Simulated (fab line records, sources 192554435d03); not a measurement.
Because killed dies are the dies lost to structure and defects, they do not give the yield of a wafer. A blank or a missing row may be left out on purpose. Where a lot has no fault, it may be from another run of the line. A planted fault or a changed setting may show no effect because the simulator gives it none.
Matching of chambers	flow n5Finfet	N5_HKMG_FIN_STRIP_57 on rieDiel-05: 4 sister chambers
The step strips in CF4. 4 wafers are shown with their chamber, then 10 later ones without.

== WAFERS WITH THEIR CHAMBER ==
wafer	chamber	showerheadPlenumPTorr (Torr)
L082.2	0	1.74
L082.3	1	1.74
L087.1	2	1.67
L087.2	3	1.86

== WAFERS MISSING THEIR CHAMBER ==
wafer	showerheadPlenumPTorr (Torr)
L087.4	1.74
L091.2	1.74
L091.4	1.74
L091.6	1.66
L094.1	1.66
L094.5	1.74
L094.6	1.66
L097.3	1.74
L097.5	1.74
L097.6	1.74

== THE CHAMBER EACH PASSED THROUGH ==
wafer	from the rows above	in truth
L087.4	can't be placed: 0 or 1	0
L091.2	can't be placed: 0 or 1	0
L091.4	can't be placed: 0 or 1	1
L091.6	2	2
L094.1	2	2
L094.5	can't be placed: 0 or 1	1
L094.6	2	2
L097.3	can't be placed: 0 or 1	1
L097.5	can't be placed: 0 or 1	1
L097.6	can't be placed: 0 or 1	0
3 of 10 placed correctly. Not placeable from these rows: 7 (in 7, the candidates include the true chamber). Number placed wrongly: 0.
How it was worked out, from the rows above alone: a wafer's distance from a chamber is the root of the sum, over the readings, of the square of ((its reading less the chamber's mean) divided by the reading's scatter). The wafer belongs to the nearest chamber; if the next one is less than 2 further off, it can't be placed. The mean given for a chamber averages the wafers shown for that chamber. The scatter: with one shown wafer a chamber, the root of the mean of the squares of how far each hidden wafer lies from its nearest shown one.
